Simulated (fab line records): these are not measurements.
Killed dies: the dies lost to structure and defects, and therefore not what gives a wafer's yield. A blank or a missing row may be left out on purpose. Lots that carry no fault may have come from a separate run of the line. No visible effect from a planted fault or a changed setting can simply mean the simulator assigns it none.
Lot-split experiment -- flow n5_finfet -- 21 wafers read across 7 lots, on a route 1938 steps long

## THE SPLIT ITSELF
At N5_BEOL_M10_ETCH_41 (etches SiCN in CH3F/O2, target depth 42.6 nm, time 86 s), the setting source_w was moved away from the recipe's 395 W on 8 of the 21 wafers read, by -17.6% to +12.5%. The other wafers ran this setting at the recipe's value.

The split's own step is where the reading is taken.

## THE READING
rf_vpp_V, in V, at N5_BEOL_M10_ETCH_41 (etches SiCN in CH3F/O2, target depth 42.6 nm, time 86 s). On this fab line, fault-free wafers typically give 297.0 V with a standard deviation of 1.7 V.

wafer,"tool, chamber at the split","source_w as run, W",against the recipe,"rf_vpp_V, V",against lot-mates on the recipe
L076.1,"rie_diel-03, 3",334.8,-15.2%,314.8,+21.1
L076.2,"rie_diel-03, 2",395,recipe,293.7,-
L076.5,"rie_diel-03, 3",334.8,-15.2%,314.4,+20.7
L080.1,"rie_diel-05, 3",395,recipe,296.9,-
L080.3,"rie_diel-05, 0",395,recipe,297.3,-
L080.6,"rie_diel-05, 2",395,recipe,296.1,-
L089.3,"rie_diel-06, 1",395,recipe,297.7,-
L089.4,"rie_diel-06, 3",395,recipe,298.1,-
L089.5,"rie_diel-06, 1",444.5,+12.5%,285.7,-12.2
L094.1,"rie_diel-03, 2",395,recipe,294.5,-
L094.2,"rie_diel-03, 1",395,recipe,296.5,-
L094.5,"rie_diel-03, 1",395,recipe,298.5,-
L091.2,"rie_diel-06, 1",325.3,-17.6%,317.9,no lot-mate on the recipe
L091.4,"rie_diel-06, 1",325.3,-17.6%,316.1,no lot-mate on the recipe
L091.6,"rie_diel-06, 0",325.3,-17.6%,319.6,no lot-mate on the recipe
L095.2,"rie_diel-03, 0",395,recipe,295.7,-
L095.3,"rie_diel-03, 2",395,recipe,293.6,-
L095.6,"rie_diel-03, 2",395,recipe,293.2,-
L096.2,"rie_diel-05, 2",356.1,-9.8%,306.5,+8.7
L096.4,"rie_diel-05, 0",356.1,-9.8%,308.1,+10.3
L096.6,"rie_diel-05, 3",395,recipe,297.8,-

FIT RESULTS
A straight line over all 21 wafers: rf_vpp_V changes by -1.16 V for each +1% of source_w; r = -0.98; the points scatter about the line by 1.9 V.
The same after taking each lot's own level away (the mean of its wafers on the recipe; 18 wafers): -1.19 V for each +1%; r = -0.98; scatter 1.7 V.
On that fit, the largest move of source_w shifts the reading by 21 V.
Measured against the standard deviation above, the lots' own levels, which go from 293.70 to 297.90 V, span 2.5 times it.
The two slopes agree, so the slope changes little with the lot-to-lot level.
Check: with one of the wafers moved furthest among these (-15.2%) left out of the fit, the line predicts +17.2 V for it against its lot-mates. Against them it came out at +21.1 V.
Tool readings at the split's step, against how far the setting was moved: rf_vpp_V r = -0.98.

## THE WHOLE CHAIN: every reading that the file lists as answering this split, in the file's order
step,what it does,reading,change (the file's fit),r (the file's)
N5_BEOL_M10_ETCH_41,"etches SiCN in CH3F/O2, target depth 42.6 nm, time 86 s",rf_vpp_V,-1.16 V for each +1% of the setting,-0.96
N5_BEOL_M10_ETCH_41,"etches SiCN in CH3F/O2, target depth 42.6 nm, time 86 s","etch.depth_nm (the simulator's own value, which no gauge read)",+0.131 nm for each +1% of the setting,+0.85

## FILE'S OWN FIT
rf_vpp_V changes by -1.16 V for each +1% of source_w, r = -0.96.
